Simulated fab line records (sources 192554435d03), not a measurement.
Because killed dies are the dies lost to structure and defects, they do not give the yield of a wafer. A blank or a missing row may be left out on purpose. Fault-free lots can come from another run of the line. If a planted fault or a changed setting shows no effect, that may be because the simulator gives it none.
fab line records	flow n5-finfet
record: lots: 24	wafers: 72	last-day: 18
route steps=1938 shown BEOL_M14@1728 BEOL_M15@1806 MIM_TOP_LITHO@1847
lots that met no fault: taken from a fault-free run of the same line
start-h: hours from the record's first day to the start of the lot's first wafer shown	wait-h: hours since the lot's step before	" repeats the value in the row above	L1.1+2: several wafers, shown together as one row	- no value present, or no start provided	* or withheld: withheld	< > ~ a bound
route shown NAME@n: a module of which the file shows steps, and the number in the route of the first	usual: mean and standard deviation over wafers with no fault	same: alike in all rows	chamber/n: place in a boat	sites: readings site by site	_std_site: standard deviation across them	_edge_site: mean of outer sites minus mean of inner sites	radius-mm: how far each site lies from the wafer's centre	mask NAME#n: copy n	behind: tool/chamber where the wafer was last shaped	hold: the reason the lot was held/the length of the hold in hours/how it ended	device: names the non-switching transistor (n, p or np)	end of line: tests run on the same wafers once the route is complete	step lacking rows: just its recipe	killed: at the first sort, the dies lost to defects and structure; wafer yield is something else	map: shows each die of a wafer: x if killed, . if not, _ if none is there
set.NAME: setting as actually run; set.NAME@STEP: the setting as run at that earlier step	model.NAME: the simulator's own value behind a step, which no gauge read
a sample of lots followed through the steps of the route, with each step as a table and each wafer as a row
services: a tool's chamber out of use, with start hour (start-h, from the record's first day; less than 0 if before it), hours out, and reason
== steps ==
step: N5_BEOL_M14_INSPECT_12
recipe: mode: adi	inspect-instrument: macro
usual: raw-defect-count: 1.9/1.3
lot.wafer	tool	chamber	start-h	wait-h	raw-defect-count
L074.3	defect-inspect-01	-	242.56	0.0	3
L074.4	"	-	"	"	2
L074.5	"	-	"	"	2
L075.2	defect-inspect-02	-	250.85	0.0	2
L075.5	"	-	"	"	1
L075.6	"	-	"	"	4
L076.1	defect-inspect-01	-	259.35	0.0	0
L076.4	"	-	"	"	0
L076.6	"	-	"	"	3
L080.3	defect-inspect-02	-	279.57	0.0	3
L080.4	"	-	"	"	1
L080.5	"	-	"	"	2
L079.3	defect-inspect-02	-	283.53	0.0	2
L079.4	"	-	"	"	1
L079.6	"	-	"	"	4
L078.1	defect-inspect-01	-	284.39	0.0	0
L078.2	"	-	"	"	3
L078.5	"	-	"	"	0
L077.3	defect-inspect-01	-	285.93	0.0	3
L077.5	"	-	"	"	3
L077.6	"	-	"	"	2
L083.2	defect-inspect-01	-	286.81	0.0	1
L083.5	"	-	"	"	3
L083.6	"	-	"	"	0
L082.2	defect-inspect-01	-	287.20	0.0	1
L082.3	"	-	"	"	4
L082.6	"	-	"	"	0
L081.1	defect-inspect-01	-	299.85	0.0	0
L081.5	"	-	"	"	2
L081.6	"	-	"	"	3
L084.1	defect-inspect-02	-	315.32	0.0	2
L084.3	"	-	"	"	2
L084.4	"	-	"	"	4
L085.1	defect-inspect-02	-	321.93	0.0	3
L085.4	"	-	"	"	0
L085.6	"	-	"	"	2
L086.1	defect-inspect-02	-	326.23	0.0	2
L086.3	"	-	"	"	4
L086.5	"	-	"	"	2
L088.1	defect-inspect-02	-	335.70	0.0	2
L088.3	"	-	"	"	3
L088.4	"	-	"	"	2
L087.1	defect-inspect-02	-	340.73	0.0	1
L087.4	"	-	"	"	3
L087.5	"	-	"	"	2
L089.1	defect-inspect-02	-	350.27	0.0	1
L089.4	"	-	"	"	3
L089.5	"	-	"	"	1
L091.2	defect-inspect-01	-	356.63	0.0	0
L091.3	"	-	"	"	1
L091.6	"	-	"	"	1
L090.1	defect-inspect-02	-	362.34	0.0	2
L090.2	"	-	"	"	4
L090.5	"	-	"	"	1
L092.2	defect-inspect-02	-	362.60	0.0	0
L092.3	"	-	"	"	1
L092.4	"	-	"	"	2
L093.1	defect-inspect-01	-	369.60	0.0	3
L093.3	"	-	"	"	1
L093.6	"	-	"	"	0
L095.1	defect-inspect-01	-	381.52	0.0	3
L095.3	"	-	"	"	2
L095.4	"	-	"	"	0
L094.2	defect-inspect-01	-	383.76	0.0	1
L094.3	"	-	"	"	1
L094.5	"	-	"	"	4
L096.1	defect-inspect-01	-	393.77	0.0	1
L096.3	"	-	"	"	0
L096.5	"	-	"	"	4
L097.1	defect-inspect-01	-	396.58	0.0	4
L097.3	"	-	"	"	4
L097.5	"	-	"	"	2
step: N5_BEOL_M14_STRIP_63
recipe: chemistry: O2	power-w: 600	temp-c: 60	pressure-mtorr: 30	rf-frequency-hz: 6e+07	bias-power-w: 0	overash-fraction: 0.3	o2-flow-sccm: 225
usual: drypump-motor-current-A: 5.8/0.47	oes-product-au: 0.82/0.093	rf-vpp-V: 3.7/0.89	showerhead-plenum-p-Torr: 2.13/0.073	temp-c: 60.00/0.12	throttle-valve-pct: 16.58/0.17
lot.wafer	tool	chamber	start-h	wait-h	drypump-motor-current-A	oes-product-au	rf-hours-counter-h	rf-vpp-V	showerhead-plenum-p-Torr	temp-c	throttle-valve-pct
L074.3	rie-diel-04	0	-	-	6.7	0.89	23	4.5	2.24	59.91	16.66
L074.4	"	3	"	"	6.4	0.86	-	3.5	2.13	59.78	16.70
L074.5	"	0	"	"	6.7	0.89	-	2.7	2.24	59.96	16.63
L075.2	rie-diel-02	1	-	-	6.2	0.69	240	5.8	2.14	59.79	16.66
L075.5	"	0	"	"	5.3	0.69	-	2.8	2.00	60.01	16.70
L075.6	"	1	"	"	6.2	0.70	-	4.0	2.14	59.95	16.68
L076.1	rie-diel-02	1	-	-	6.2	0.69	244	3.6	2.14	60.18	16.65
L076.4	"	0	"	"	5.3	0.69	-	5.3	2.00	59.96	16.68
L076.6	"	1	"	"	6.2	0.67	-	3.1	2.14	59.87	16.66
L080.3	rie-diel-03	2	-	-	5.4	0.76	136	4.8	2.09	59.90	16.50
L080.4	"	0	"	"	5.6	0.71	224	3.5	2.06	59.96	16.57
L080.5	"	2	"	"	5.4	0.77	-	3.0	2.09	60.00	16.52
L079.3	rie-diel-02	2	-	-	5.2	0.99	5	3.5	2.16	60.13	16.69
L079.4	"	3	"	"	5.6	0.70	-	3.1	2.08	59.93	16.75
L079.6	"	0	"	"	5.3	0.70	-	3.1	2.00	60.04	16.72
L078.1	rie-diel-02	3	-	-	5.6	0.70	215	3.3	2.07	59.98	16.73
L078.2	"	2	"	"	5.2	0.99	5	3.3	2.16	59.95	16.67
L078.5	"	3	"	"	5.6	0.71	-	3.9	2.07	60.05	16.74
L077.3	rie-diel-04	2	-	-	5.6	0.95	12	5.0	2.22	59.75	16.41
L077.5	"	2	"	"	5.6	0.95	-	3.8	2.22	59.90	16.39
L077.6	"	1	"	"	6.3	0.90	-	3.8	2.06	59.95	16.37
L083.2	rie-diel-02	0	-	-	5.3	0.70	245	2.6	1.99	59.98	16.75
L083.5	"	2	"	"	5.3	0.97	-	3.2	2.16	59.86	16.67
L083.6	"	3	"	"	5.6	0.71	-	4.3	2.07	59.97	16.73
L082.2	rie-diel-03	2	-	-	5.4	0.76	139	3.6	2.09	59.75	16.51
L082.3	"	0	"	"	5.7	0.70	227	5.2	2.06	59.81	16.61
L082.6	"	0	"	"	5.6	0.70	-	5.8	2.06	59.89	16.58
L081.1	rie-diel-03	2	-	-	5.4	0.76	142	4.1	2.09	60.03	16.53
L081.5	"	0	"	"	5.6	0.70	-	3.4	2.06	60.08	16.56
L081.6	"	3	"	"	5.7	0.87	-	3.2	2.23	59.98	16.55
L084.1	rie-diel-04	2	-	-	5.6	0.90	22	4.8	2.22	59.85	16.42
L084.3	"	1	"	"	6.3	0.89	41	5.3	2.05	59.93	16.38
L084.4	"	0	"	"	6.7	0.85	49	3.3	2.23	60.18	16.71
L085.1	rie-diel-02	1	-	-	6.2	0.92	15	4.5	2.13	59.89	16.22
L085.4	"	3	"	"	5.6	0.68	232	2.6	2.07	60.01	16.78
L085.6	"	2	"	"	5.3	0.93	-	2.7	2.16	60.23	16.67
L086.1	rie-diel-04	1	-	-	6.3	0.90	45	4.9	2.05	59.88	16.38
L086.3	"	3	"	"	6.4	0.82	93	2.3	2.12	59.99	16.75
L086.5	"	3	"	"	6.4	0.82	-	3.2	2.12	60.01	16.78
L088.1	rie-diel-02	3	-	-	5.6	0.69	237	3.3	2.07	60.07	16.80
L088.3	"	0	"	"	5.3	0.96	5	2.7	2.26	59.80	16.27
L088.4	"	1	"	"	6.2	0.91	19	3.4	2.13	60.08	16.22
L087.1	rie-diel-04	0	-	-	6.7	0.84	59	3.3	2.22	59.86	16.71
L087.4	"	1	"	"	6.3	0.89	50	3.6	2.05	59.98	16.42
L087.5	"	2	"	"	5.6	0.89	-	4.0	2.22	59.78	16.41
L089.1	rie-diel-03	3	-	-	5.7	0.87	58	3.4	2.22	60.09	16.60
L089.4	"	2	"	"	5.4	0.74	158	5.1	2.09	60.01	16.55
L089.5	"	0	"	"	5.6	0.68	-	5.0	2.05	60.20	16.60
L091.2	rie-diel-03	1	-	-	5.3	0.77	135	3.3	2.10	59.93	16.56
L091.3	"	2	"	"	5.4	0.74	162	4.9	2.09	59.96	16.55
L091.6	"	3	"	"	5.7	0.85	-	3.4	2.22	59.99	16.63
L090.1	rie-diel-04	3	-	-	6.4	0.81	99	2.6	2.12	59.90	16.78
L090.2	"	2	"	"	5.6	0.90	34	3.8	2.22	60.06	16.44
L090.5	"	3	"	"	6.4	0.82	-	4.8	2.12	59.99	16.79
L092.2	rie-diel-02	3	-	-	5.6	0.68	248	3.5	2.06	60.08	16.80
L092.3	"	1	"	"	6.2	0.90	29	2.7	2.13	59.86	16.23
L092.4	"	2	"	"	5.2	0.89	-	4.0	2.15	59.95	16.73
L093.1	rie-diel-02	2	-	-	5.2	0.90	41	2.8	2.15	60.09	16.76
L093.3	"	0	"	"	5.3	0.91	16	4.8	2.25	59.98	16.34
L093.6	"	0	"	"	5.3	0.92	-	3.9	2.25	59.96	16.28
L095.1	rie-diel-04	1	-	-	6.4	0.86	59	4.0	2.05	59.91	16.43
L095.3	"	3	"	"	6.4	0.80	105	2.6	2.11	59.92	16.78
L095.4	"	2	"	"	5.6	0.89	40	3.1	2.21	59.91	16.46
L094.2	rie-diel-03	0	-	-	5.6	0.94	5	1.7	2.05	60.02	16.08
L094.3	"	3	"	"	5.6	0.84	74	3.9	2.21	60.07	16.64
L094.5	"	3	"	"	5.7	0.84	-	4.6	2.21	60.05	16.59
L096.1	rie-diel-03	2	-	-	5.4	0.73	179	4.4	2.08	60.16	16.60
L096.3	"	0	"	"	5.7	0.94	9	4.0	2.05	60.15	16.11
L096.5	"	3	"	"	5.7	0.83	-	4.4	2.21	59.99	16.64
L097.1	rie-diel-03	0	-	-	5.6	0.93	10	3.1	2.05	60.19	16.11
L097.3	"	1	"	"	5.3	0.75	153	5.1	2.10	59.94	16.57
L097.5	"	1	"	"	5.3	0.78	-	3.3	2.10	59.93	16.57
step: N5_BEOL_M14_DESCUM_33
recipe: chemistry: O2	time-s: 7.9	source-power-w: 50	bias-power-w: 20	pressure-mtorr: 20	rf-frequency-hz: 2.712e+07	temp-c: 40	o2-flow-sccm: 225
usual: drypump-motor-current-A: 5.7/0.47	oes-product-au: 0.82/0.093	rf-vpp-V: 243.8/1.3	showerhead-plenum-p-Torr: 2.13/0.076	temp-c: 40.02/0.11	throttle-valve-pct: 20.35/0.16
lot.wafer	tool	chamber	start-h	wait-h	drypump-motor-current-A	oes-product-au	rf-hours-counter-h	rf-vpp-V	showerhead-plenum-p-Torr	temp-c	throttle-valve-pct
L074.3	rie-diel-03	3	244.03	0.5	5.7	0.91	19	246.6	2.23	39.98	20.28
L074.4	"	0	"	"	5.7	0.71	214	243.4	2.06	39.87	20.27
L074.5	"	3	"	"	5.7	0.91	-	247.4	2.23	40.09	20.28
L075.2	rie-diel-02	3	251.77	0.0	5.6	0.72	199	244.3	2.08	39.87	20.45
L075.5	"	1	"	"	6.2	0.70	-	245.2	2.14	40.05	20.33
L075.6	"	0	"	"	5.3	0.70	-	240.9	2.00	40.11	20.46
L076.1	rie-diel-02	0	260.49	0.2	5.3	0.70	233	242.2	2.00	40.30	20.47
L076.4	"	0	"	"	5.3	0.69	-	242.4	1.99	40.19	20.46
L076.6	"	3	"	"	5.6	0.72	-	243.8	2.07	40.01	20.44
L080.3	rie-diel-04	2	280.68	0.0	5.6	0.94	10	245.1	2.22	40.03	20.16
L080.4	"	1	"	"	6.3	0.91	29	244.3	2.05	40.00	20.17
L080.5	"	2	"	"	5.6	0.94	-	244.9	2.22	39.98	20.17
L079.3	rie-diel-02	3	284.92	0.0	5.6	0.70	215	242.5	2.07	40.09	20.45
L079.4	"	2	"	"	5.2	0.98	-	245.3	2.16	39.88	20.50
L079.6	"	3	"	"	5.6	0.69	-	243.3	2.07	39.82	20.47
L078.1	rie-diel-02	3	285.50	0.3	5.6	0.70	216	242.6	2.07	40.23	20.45
L078.2	"	0	"	"	5.3	0.69	244	242.0	1.99	39.87	20.48
L078.5	"	0	"	"	5.3	0.69	-	240.3	1.99	39.85	20.48
L077.3	rie-diel-02	2	287.19	0.0	5.3	0.98	7	243.8	2.16	40.01	20.51
L077.5	"	2	"	"	5.3	0.99	-	243.3	2.16	39.82	20.54
L077.6	"	0	"	"	5.3	0.70	-	241.7	1.99	40.02	20.49
L083.2	rie-diel-04	0	287.82	0.0	6.7	0.87	40	245.5	2.23	40.12	20.48
L083.5	"	1	"	"	6.3	0.92	-	242.2	2.05	40.01	20.19
L083.6	"	0	"	"	6.7	0.87	-	245.7	2.23	40.11	20.49
L082.2	rie-diel-02	3	288.26	0.0	5.6	0.70	217	242.0	2.07	40.08	20.46
L082.3	"	0	"	"	5.3	0.69	246	241.7	1.99	40.07	20.49
L082.6	"	2	"	"	5.2	0.98	-	245.2	2.16	40.10	20.52
L081.1	rie-diel-03	3	300.80	0.0	5.7	0.89	38	245.1	2.22	40.12	20.33
L081.5	"	0	"	"	5.6	0.71	-	243.8	2.05	40.11	20.28
L081.6	"	3	"	"	5.7	0.89	-	246.2	2.22	40.18	20.31
L084.1	rie-diel-04	1	316.33	0.0	6.3	0.89	41	241.9	2.05	39.89	20.17
L084.3	"	3	"	"	6.4	0.83	88	241.7	2.12	40.07	20.54
L084.4	"	0	"	"	6.7	0.85	49	244.9	2.22	39.90	20.51
L085.1	rie-diel-04	2	323.11	0.1	5.6	0.91	25	243.9	2.22	39.90	20.19
L085.4	"	1	"	"	6.3	0.88	44	242.9	2.05	40.01	20.18
L085.6	"	0	"	"	6.7	0.85	-	244.3	2.22	40.01	20.51
L086.1	rie-diel-02	1	327.24	0.2	6.2	0.92	16	243.4	2.13	39.85	19.99
L086.3	"	2	"	"	5.2	0.93	24	243.4	2.15	40.00	20.53
L086.5	"	3	"	"	5.6	0.69	-	242.8	2.06	39.94	20.48
L088.1	rie-diel-03	2	336.71	0.0	5.4	0.75	152	243.4	2.08	39.91	20.28
L088.3	"	0	"	"	5.7	0.69	242	242.7	2.05	40.05	20.31
L088.4	"	3	"	"	5.7	0.87	51	244.5	2.22	40.02	20.34
L087.1	rie-diel-03	2	341.74	0.0	5.4	0.75	154	243.4	2.08	39.95	20.28
L087.4	"	1	"	"	5.3	0.78	128	243.3	2.10	39.99	20.28
L087.5	"	0	"	"	5.6	0.68	-	240.9	2.05	40.06	20.30
L089.1	rie-diel-03	1	353.91	1.5	5.3	0.77	133	243.3	2.10	40.10	20.30
L089.4	"	2	"	"	5.4	0.74	-	242.2	2.08	40.10	20.29
L089.5	"	3	"	"	5.7	0.84	-	245.8	2.21	40.04	20.35
L091.2	rie-diel-02	3	357.87	0.0	5.6	0.67	246	243.4	2.06	39.98	20.50
L091.3	"	2	"	"	5.2	0.91	36	244.7	2.15	40.09	20.56
L091.6	"	0	"	"	5.3	0.92	-	246.3	2.25	39.88	20.09
L090.1	rie-diel-03	2	363.57	0.4	5.5	0.74	165	243.6	2.08	39.98	20.29
L090.2	"	3	"	"	5.7	0.85	65	245.7	2.21	40.25	20.37
L090.5	"	1	"	"	5.3	0.78	-	243.4	2.10	39.97	20.30
L092.2	rie-diel-04	2	363.61	0.2	5.6	0.90	34	245.3	2.21	40.08	20.19
L092.3	"	1	"	"	6.3	0.87	53	241.4	2.05	40.11	20.20
L092.4	"	3	"	"	6.4	0.82	99	243.8	2.11	39.83	20.55
L093.1	rie-diel-03	2	370.87	0.3	5.4	0.73	169	243.5	2.08	39.95	20.28
L093.3	"	3	"	"	5.7	0.84	69	246.2	2.21	40.11	20.36
L093.6	"	2	"	"	5.5	0.72	-	244.0	2.08	39.98	20.31
L095.1	rie-diel-04	0	382.41	0.0	6.7	0.82	69	244.7	2.22	40.24	20.53
L095.3	"	2	"	"	5.6	0.88	41	243.9	2.21	40.07	20.22
L095.4	"	3	"	"	6.4	0.80	106	242.9	2.11	40.17	20.56
L094.2	rie-diel-02	1	384.99	0.2	6.2	0.87	38	244.6	2.12	40.01	20.02
L094.3	"	2	"	"	5.2	0.88	47	243.6	2.14	39.96	20.59
L094.5	"	1	"	"	6.2	0.88	-	244.6	2.12	40.12	19.99
L096.1	rie-diel-04	3	394.94	0.2	6.4	0.79	112	243.1	2.11	39.98	20.58
L096.3	"	0	"	"	6.7	0.81	76	245.0	2.21	39.99	20.53
L096.5	"	2	"	"	5.6	0.87	-	245.7	2.21	39.90	20.24
L097.1	rie-diel-02	1	397.68	0.1	6.2	0.87	43	244.3	2.12	40.09	20.02
L097.3	"	0	"	"	5.3	0.88	27	244.9	2.24	40.27	20.12
L097.5	"	1	"	"	6.2	0.87	-	245.2	2.12	39.83	20.02
step: N5_BEOL_M15_INSPECT_30
recipe: mode: adi	inspect-instrument: macro
usual: raw-defect-count: 2.2/1.5
lot.wafer	tool	chamber	start-h	wait-h	raw-defect-count
L074.3	defect-inspect-01	-	253.93	0.0	3
L074.4	"	-	"	"	4
L074.5	"	-	"	"	2
L075.2	defect-inspect-01	-	257.79	0.0	2
L075.5	"	-	"	"	0
L075.6	"	-	"	"	1
L076.1	defect-inspect-02	-	266.96	0.0	0
L076.4	"	-	"	"	2
L076.6	"	-	"	"	1
L080.3	defect-inspect-02	-	285.76	0.0	0
L080.4	"	-	"	"	2
L080.5	"	-	"	"	4
L079.3	defect-inspect-01	-	293.10	0.0	3
L079.4	"	-	"	"	3
L079.6	"	-	"	"	1
L078.1	defect-inspect-01	-	297.34	0.0	3
L078.2	"	-	"	"	0
L078.5	"	-	"	"	2
L083.2	defect-inspect-01	-	298.99	0.0	5
L083.5	"	-	"	"	0
L083.6	"	-	"	"	1
L077.3	defect-inspect-01	-	304.11	0.0	2
L077.5	"	-	"	"	1
L077.6	"	-	"	"	3
L082.2	defect-inspect-01	-	304.47	0.0	4
L082.3	"	-	"	"	3
L082.6	"	-	"	"	2
L081.1	defect-inspect-01	-	306.45	0.0	2
L081.5	"	-	"	"	2
L081.6	"	-	"	"	3
L084.1	defect-inspect-02	-	322.49	0.0	4
L084.3	"	-	"	"	1
L084.4	"	-	"	"	2
L085.1	defect-inspect-02	-	334.03	0.0	1
L085.4	"	-	"	"	4
L085.6	"	-	"	"	4
L086.1	defect-inspect-02	-	335.22	0.0	3
L086.3	"	-	"	"	3
L086.5	"	-	"	"	2
L088.1	defect-inspect-01	-	342.14	0.0	2
L088.3	"	-	"	"	0
L088.4	"	-	"	"	1
L087.1	defect-inspect-02	-	346.38	0.0	2
L087.4	"	-	"	"	3
L087.5	"	-	"	"	3
L089.1	defect-inspect-02	-	358.69	0.0	1
L089.4	"	-	"	"	2
L089.5	"	-	"	"	3
L091.2	defect-inspect-01	-	367.81	0.0	3
L091.3	"	-	"	"	0
L091.6	"	-	"	"	2
L090.1	defect-inspect-01	-	368.24	0.0	1
L090.2	"	-	"	"	1
L090.5	"	-	"	"	3
L092.2	defect-inspect-01	-	368.80	0.0	2
L092.3	"	-	"	"	3
L092.4	"	-	"	"	4
L093.1	defect-inspect-02	-	377.33	0.0	5
L093.3	"	-	"	"	1
L093.6	"	-	"	"	1
L095.1	defect-inspect-01	-	387.70	0.0	1
L095.3	"	-	"	"	5
L095.4	"	-	"	"	4
L094.2	defect-inspect-02	-	390.75	0.0	1
L094.3	"	-	"	"	2
L094.5	"	-	"	"	3
L096.1	defect-inspect-01	-	402.04	0.0	5
L096.3	"	-	"	"	2
L096.5	"	-	"	"	2
L097.1	defect-inspect-02	-	402.40	0.0	2
L097.3	"	-	"	"	5
L097.5	"	-	"	"	6
step: N5_BEOL_M15_SPUTTER_44
recipe: material: Ta	target-thk-a: 150	temp-c: 50	bias-v: 80	power-w: 15000	chamber-pressure-pa: 0.07	time-s: 24.19
usual: bias-v: 80.0/0.83	throttle-valve-pct: 30.0/1.1
lot.wafer	tool	chamber	start-h	wait-h	bias-v	throttle-valve-pct
L074.3	pvd-sputter-03	-	257.57	0.0	79.2	28.9
L074.4	"	-	"	"	80.0	28.6
L074.5	"	-	"	"	81.4	30.9
L075.2	pvd-sputter-03	-	261.81	0.0	80.9	29.3
L075.5	"	-	"	"	80.1	29.3
L075.6	"	-	"	"	78.3	28.6
L076.1	pvd-sputter-01	-	271.92	0.0	81.3	30.5
L076.4	"	-	"	"	80.9	30.0
L076.6	"	-	"	"	80.1	31.5
L080.3	pvd-sputter-02	-	293.94	0.0	80.8	29.3
L080.4	"	-	"	"	79.6	32.4
L080.5	"	-	"	"	80.8	32.4
L079.3	pvd-sputter-03	-	299.00	0.0	79.3	29.3
L079.4	"	-	"	"	78.8	28.9
L079.6	"	-	"	"	79.5	31.2
L078.1	pvd-sputter-03	-	299.70	0.0	79.7	29.0
L078.2	"	-	"	"	79.7	28.9
L078.5	"	-	"	"	78.3	29.2
L083.2	pvd-sputter-03	-	301.24	0.0	80.7	29.0
L083.5	"	-	"	"	80.2	31.0
L083.6	"	-	"	"	81.2	28.7
L077.3	pvd-sputter-01	-	306.31	0.0	81.4	30.2
L077.5	"	-	"	"	79.8	30.3
L077.6	"	-	"	"	80.4	30.3
L082.2	pvd-sputter-03	-	307.58	0.0	80.0	29.0
L082.3	"	-	"	"	80.3	29.0
L082.6	"	-	"	"	79.8	29.5
L081.1	pvd-sputter-03	-	308.04	0.0	80.0	30.9
L081.5	"	-	"	"	82.6	29.1
L081.6	"	-	"	"	79.2	28.8
L084.1	pvd-sputter-01	-	325.05	0.0	78.6	30.1
L084.3	"	-	"	"	79.7	28.4
L084.4	"	-	"	"	79.9	31.5
L085.1	pvd-sputter-03	-	337.16	0.0	81.1	30.9
L085.4	"	-	"	"	80.2	28.7
L085.6	"	-	"	"	80.1	28.7
L086.1	pvd-sputter-02	-	338.46	0.0	79.6	30.4
L086.3	"	-	"	"	80.9	29.0
L086.5	"	-	"	"	78.6	30.4
L088.1	pvd-sputter-02	-	346.43	0.0	81.7	32.3
L088.3	"	-	"	"	80.1	30.6
L088.4	"	-	"	"	79.7	29.8
L087.1	pvd-sputter-02	-	349.77	0.0	80.1	29.5
L087.4	"	-	"	"	78.8	30.0
L087.5	"	-	"	"	79.7	32.1
L089.1	pvd-sputter-03	-	360.82	0.0	79.0	28.9
L089.4	"	-	"	"	79.6	29.3
L089.5	"	-	"	"	79.9	28.7
L091.2	pvd-sputter-01	-	370.87	0.0	81.4	30.3
L091.3	"	-	"	"	80.2	29.9
L091.6	"	-	"	"	80.4	31.4
L090.1	pvd-sputter-03	-	371.36	0.0	80.7	31.3
L090.2	"	-	"	"	80.0	29.3
L090.5	"	-	"	"	79.8	31.1
L092.2	pvd-sputter-02	-	371.98	0.0	82.5	30.4
L092.3	"	-	"	"	80.3	29.1
L092.4	"	-	"	"	78.5	32.0
L093.1	pvd-sputter-01	-	379.28	0.0	79.4	31.4
L093.3	"	-	"	"	80.6	30.6
L093.6	"	-	"	"	78.5	30.2
L095.1	pvd-sputter-02	-	389.19	0.0	78.7	29.8
L095.3	"	-	"	"	81.3	32.1
L095.4	"	-	"	"	80.2	29.3
L094.2	pvd-sputter-03	-	392.29	0.0	78.4	28.7
L094.3	"	-	"	"	80.5	29.0
L094.5	"	-	"	"	80.0	29.1
L096.1	pvd-sputter-01	-	404.99	0.0	80.1	28.0
L096.3	"	-	"	"	80.4	31.2
L096.5	"	-	"	"	79.7	30.2
L097.1	pvd-sputter-02	-	407.91	0.0	79.9	29.3
L097.3	"	-	"	"	79.5	30.4
L097.5	"	-	"	"	80.0	29.5
step: N5_MIM_TOP_LITHO_CD_MEAS_08
recipe: target-cd-nm: 2000	landing-energy-ev: 500	detector: se-inlens
usual: cd-nm: 2000.9/1.8
same: landing-energy-ev: 500
lot.wafer	tool	chamber	start-h	wait-h	cd-nm
L074.3	cd-sem-01	0	262.95	-	2001.3
L074.4	"	0	"	"	2002.7
L074.5	"	0	"	"	2002.4
L075.2	cd-sem-01	0	267.04	-	2000.1
L075.5	"	0	"	"	2003.6
L075.6	"	0	"	"	1999.2
L076.1	cd-sem-02	0	276.82	-	1998.5
L076.4	"	0	"	"	2000.2
L076.6	"	0	"	"	1997.9
L080.3	cd-sem-01	0	299.87	-	2002.7
L080.4	"	0	"	"	1999.5
L080.5	"	0	"	"	2000.8
L079.3	cd-sem-01	0	303.00	-	1998.5
L079.4	"	0	"	"	2000.0
L079.6	"	0	"	"	2000.9
L078.1	cd-sem-02	0	306.27	-	1999.3
L078.2	"	0	"	"	1998.9
L078.5	"	0	"	"	1998.9
L083.2	cd-sem-02	0	307.11	-	1999.9
L083.5	"	0	"	"	2000.1
L083.6	"	0	"	"	2002.2
L077.3	cd-sem-02	0	310.79	-	2000.6
L077.5	"	0	"	"	2003.5
L077.6	"	0	"	"	1999.3
L082.2	cd-sem-02	0	312.05	-	2004.6
L082.3	"	0	"	"	2004.6
L082.6	"	0	"	"	2001.9
L081.1	cd-sem-02	0	313.71	-	2002.3
L081.5	"	0	"	"	2000.9
L081.6	"	0	"	"	1999.0
L084.1	cd-sem-02	0	329.48	-	2001.2
L084.3	"	0	"	"	1999.6
L084.4	"	0	"	"	2002.2
L085.1	cd-sem-01	0	342.09	-	1999.8
L085.4	"	0	"	"	1999.4
L085.6	"	0	"	"	2000.2
L086.1	cd-sem-03	0	342.78	-	2002.5
L086.3	"	0	"	"	2000.4
L086.5	"	0	"	"	2004.0
L088.1	cd-sem-03	0	350.64	-	2003.6
L088.3	"	0	"	"	2000.9
L088.4	"	0	"	"	2002.6
L087.1	cd-sem-03	0	355.78	-	2002.0
L087.4	"	0	"	"	2000.1
L087.5	"	0	"	"	2001.5
L089.1	cd-sem-01	0	364.81	-	1999.5
L089.4	"	0	"	"	1999.4
L089.5	"	0	"	"	2000.1
L091.2	cd-sem-01	0	377.85	-	1998.8
L091.3	"	0	"	"	1997.9
L091.6	"	0	"	"	1998.4
L090.1	cd-sem-01	0	378.30	-	2003.0
L090.2	"	0	"	"	2002.4
L090.5	"	0	"	"	2001.0
L092.2	cd-sem-01	0	378.68	-	1998.8
L092.3	"	0	"	"	2000.3
L092.4	"	0	"	"	2000.2
L093.1	cd-sem-01	0	384.06	-	1999.3
L093.3	"	0	"	"	2000.6
L093.6	"	0	"	"	1999.7
L095.1	cd-sem-03	0	393.17	-	2001.4
L095.3	"	0	"	"	2000.1
L095.4	"	0	"	"	2002.3
L094.2	cd-sem-02	0	398.16	-	2001.6
L094.3	"	0	"	"	1998.4
L094.5	"	0	"	"	2000.0
L096.1	cd-sem-01	0	410.32	-	2000.4
L096.3	"	0	"	"	2001.8
L096.5	"	0	"	"	1996.5
L097.1	cd-sem-02	0	415.24	-	2003.9
L097.3	"	0	"	"	2000.7
L097.5	"	0	"	"	2003.3
== services ==
tool	chamber	start-h	hours	kind
rie-diel-03	-	219.02	2.8	pm
pvd-sputter-01	-	231.67	2.2	repair
pvd-sputter-01	-	236.50	2.7	repair
rie-diel-02	2	241.92	-	clean
rie-diel-02	2	241.92	-	consumable-replace:focus-ring
rie-diel-02	2	241.92	31.1	scheduled-down
rie-diel-02	2	241.92	31.1	vent-cycle
rie-diel-03	0	259.75	6.6	repair
rie-diel-02	0	261.10	2.4	repair
rie-diel-02	1	273.09	-	clean
rie-diel-02	1	273.09	-	consumable-replace:focus-ring
rie-diel-02	1	273.09	16.4	scheduled-down
rie-diel-02	1	273.09	16.4	vent-cycle
rie-diel-02	0	299.92	-	clean
rie-diel-02	0	299.92	-	consumable-replace:focus-ring
rie-diel-02	0	299.92	-	consumable-replace:showerhead
rie-diel-03	0	310.73	1.4	repair
rie-diel-03	2	316.71	5.3	repair
pvd-sputter-01	-	339.12	1.2	repair
rie-diel-04	3	341.69	14.3	repair
rie-diel-02	-	344.12	2.0	repair
rie-diel-04	1	345.68	5.8	repair
rie-diel-04	-	346.66	14.6	pm
rie-diel-02	0	362.01	4.7	repair
== key ==
fault none
